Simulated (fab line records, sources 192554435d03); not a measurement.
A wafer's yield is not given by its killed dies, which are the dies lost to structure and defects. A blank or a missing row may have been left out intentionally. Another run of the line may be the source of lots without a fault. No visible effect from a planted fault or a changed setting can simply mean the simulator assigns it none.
Struck lot and sound lot, side by side ; flow n5Finfet ; 13 out of 1938 route steps
Sound: wafers L135.1, L135.2, L135.5. Wafers L148.3, L148.4, L148.5 were the ones struck. The cause comes at the end.
Per side, at each step with rows, come the tool, then ch with its chambers, and then its first start. Under that, the readings that differ: sound wafers ; struck wafers ; difference of the means ; sigmas: that difference in standard deviations of wafers without a fault.
alike: readings whose means differ by less than 2 such deviations, and words and numbers that are the same on both sides. not compared: withheld readings, readings that some wafer has no value for, bounds like >300 that may hide the same value, and numbers for which the record gives no deviation and whose values overlap.
Wherever a step has rows on one side only, a row that says differs or no value, or a row with sigmas, the two part there. Non-overlapping numbers with no deviation appear without sigmas and do not part them. A reading missing from all wafers of one side parts the sides only when that side holds two or more wafers.

N5_BEOL_M15_ETCH_61: etches BARC in N2/H2, target depth 89 nm, overetch 26.7 nm, time 67.9 s.
  sound on rieDiel-04 ch 0,1,3, day 12 18:37; struck on rieDiel-04 ch 0,2,3, day 15 13:58
  alike: drypumpMotorCurrentA, oesProductAu, rfVppV, showerheadPlenumPTorr, throttleValvePct
  not compared: rfHoursCounterH
then, 1 step without rows for these wafers: N5_BEOL_M15_TRENCH_ETCH_34 (etches SiO2 in C4F8/O2/Ar, target depth 872.93 nm, time 199 s).
N5_BEOL_M15_STRIP_36: strips in O2.
  sound on rieDiel-03 ch 0,1,3, day 13 00:52; struck on rieDiel-05 ch 0,2,3, day 15 17:16
  alike: drypumpMotorCurrentA, oesProductAu, rfVppV, showerheadPlenumPTorr, throttleValvePct
  not compared: rfHoursCounterH
N5_BEOL_M15_STRIP_62: strips in O2.
  sound: rieDiel-03 ch 0,1,3; struck: rieDiel-05 ch 0,2,3
  alike: drypumpMotorCurrentA, oesProductAu, rfVppV, showerheadPlenumPTorr, throttleValvePct
  not compared: rfHoursCounterH
N5_BEOL_M15_STRIP_37: strips in O2.
  sound: rieDiel-03 ch 0,1,3; struck: rieDiel-05 ch 0,2,3
  alike: drypumpMotorCurrentA, oesProductAu, rfVppV, showerheadPlenumPTorr, throttleValvePct
  not compared: rfHoursCounterH
then, 6 steps without rows for these wafers: N5_BEOL_M15_ETCH_38 (etches SiCN in CF4/N2, target depth 106.4 nm, time 120.5 s); N5_BEOL_M15_PRECLEAN_39 (cleans in residue remover, time 60 s); N5_BEOL_M15_SRD_40 (time 30 s, dry time 30 s); N5_BEOL_M15_DEGAS_41 (time 60 s); N5_BEOL_M15_PRE_CLEAN_42 (time 30 s); N5_BEOL_M15_SPUTTER_43 (material TaN, target thk 15 nm, time 24.19 s).
N5_BEOL_M15_SPUTTER_44: material Ta, target thk 15 nm, time 24.19 s.
  sound on pvdSputter-01 at day 13 01:35; struck on pvdSputter-01 at day 15 18:05
reading;sound;struck;difference;sigmas
cathodeDcPowerW (W);14998 15003 14997;14349 14349 14344;-652;-99 or more
model.Ta_of_BEOL_M15_SPUTTER_44.thkNm (nm);14.8 14.6 14.8;14.2 14.4 14.4;-0.4;
  alike: throttleValvePct
N5_BEOL_M15_SPUTTER_45: material Cu, target thk 100 nm, time 16.67 s.
  sound on pvdSputter-01 at day 13 01:40; struck on pvdSputter-01 at day 15 18:10
  alike: cathodeDcPowerW, throttleValvePct

## WHERE THEY PART
Only at N5_BEOL_M15_SPUTTER_44, within this record. Later steps at which nothing parts them and some readings are alike: N5_BEOL_M15_SPUTTER_45.

WHY: what had been put in by the simulator
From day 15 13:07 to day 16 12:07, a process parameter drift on pvdSputter-01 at N5_BEOL_M15_SPUTTER_44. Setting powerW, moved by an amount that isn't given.
